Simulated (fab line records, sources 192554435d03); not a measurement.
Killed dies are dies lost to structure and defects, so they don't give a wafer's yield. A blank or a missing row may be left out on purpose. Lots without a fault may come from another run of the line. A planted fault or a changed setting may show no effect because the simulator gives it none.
One fault seen from 3 desks | flow n5_finfet | each desk has only its own numbers; what lay behind them comes last

THE TOOL OWNER'S DESK: litho_track-01
The tool's own readings at N5_MOL_CONTACT_COAG_COAT_64 (time 60 s, resist thk 10 nm): means of the sampled wafers that have a number, for each lot that ran on this tool. A lot is out of limits, marked OUT, if its mean lies more than 4 standard deviations from the usual mean; the brackets give that distance.
Columns: A = spin_speed_rpm at N5_MOL_CONTACT_COAG_COAT_64, usual 1499.9 rpm
lot  | first seen here | A
L994 | day 5 15:10     | 1498.4
L999 | day 6 19:48     | 1580.6 (+73) OUT
L100 | day 6 23:13     | 1581.3 (+74) OUT
L114 | day 10 11:36    | 1500.0
This desk's finding: out of limits on L100, L999; first on L999, day 6 19:48 (spin_speed_rpm at N5_MOL_CONTACT_COAG_COAT_64). In limits: L994, L114.

THE METROLOGY DESK
What the gauges read, lot by lot, whatever tool the lot ran on: means of the sampled wafers that have a number. A lot is out of limits, marked OUT, if its mean lies more than 4 standard deviations from the usual mean; the brackets give that distance. Of its 10 readings 7 are shown: those that lie furthest out on some lot.
Columns: A = IOFF_N at N5_BEOL_M4_RC_MEAS_101, usual 0.160 nA/um; B = IOFF_P at N5_BEOL_M4_RC_MEAS_101, usual 0.217 nA/um; C = ION_N at N5_BEOL_M4_RC_MEAS_101, usual 674 uA/um; D = ION_P at N5_BEOL_M4_RC_MEAS_101, usual 464 uA/um; E = SS_P at N5_BEOL_M4_RC_MEAS_101, usual 73.4 mV/dec; F = VT_N at N5_BEOL_M4_RC_MEAS_101, usual 250.0 mV; G = VT_P at N5_BEOL_M4_RC_MEAS_101, usual -250 mV
lot  | first seen here | A     | B     | C   | D   | E    | F     | G
L994 | day 8 06:04     | 0.145 | 0.201 | 667 | 463 | 72.9 | 250.4 | -250
L995 | day 8 17:36     | 0.168 | 0.206 | 679 | 463 | 73.4 | 249.8 | -250
L999 | day 9 20:58     | 0.156 | 0.228 | 673 | 468 | 73.3 | 249.1 | -246
L100 | day 10 00:01    | 0.161 | 0.233 | 670 | 467 | 73.6 | 250.8 | -248
L106 | day 11 17:27    | 0.154 | 0.198 | 672 | 456 | 73.7 | 250.9 | -254
L110 | day 12 06:28    | 0.122 | 0.179 | 661 | 459 | 72.9 | 254.0 | -253
L114 | day 12 22:23    | 0.142 | 0.218 | 671 | 465 | 73.2 | 250.9 | -247
L112 | day 13 00:58    | 0.153 | 0.212 | 671 | 463 | 73.3 | 252.0 | -251
L113 | day 13 06:30    | 0.136 | 0.192 | 669 | 462 | 72.3 | 253.0 | -250
L116 | day 13 16:08    | 0.169 | 0.218 | 680 | 462 | 73.6 | 248.0 | -251
This desk's finding: nothing out of limits on any of the 10 lots.

THE DEFECT DESK
What the inspections along the route counted, lot by lot: means of the sampled wafers that have a number. A lot is out of limits, marked OUT, if its mean lies more than 4 standard deviations from the usual mean; the brackets give that distance.
Columns: A = raw_defect_count at N5_MOL_CONTACT_COAG_INSPECT_42, usual 199
lot  | first seen here | A
L994 | day 5 15:39     | 243
L995 | day 5 19:17     | 246
L999 | day 6 20:17     | 168
L100 | day 6 23:42     | 146
L106 | day 8 08:08     | 274
L110 | day 9 09:41     | 223
L112 | day 9 21:22     | 186
L113 | day 10 04:26    | 128
L114 | day 10 12:05    | 160
L116 | day 10 21:37    | 163
This desk's finding: nothing out of limits on any of the 10 lots.

PUT TOGETHER
The tool owner's desk could have raised an alarm at day 6 19:48, on L100, L999.
The metrology desk saw nothing out of limits.
The defect desk saw nothing out of limits.
The metrology desk has L100, L999 on record, within its limits.
The defect desk has L100, L999 on record, within its limits.
Of the lots named, all ran N5_MOL_CONTACT_COAG_COAT_64 on litho_track-01.

WHAT THE SIMULATOR HAD PUT IN
Process parameter drift: litho_track-01, from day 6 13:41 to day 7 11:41, at N5_MOL_CONTACT_COAG_COAT_64. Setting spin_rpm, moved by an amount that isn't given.
Lots struck among those shown: L100, L999.
Hours from the fault's start to each desk's first reading out of limits: the tool owner's desk, 6.
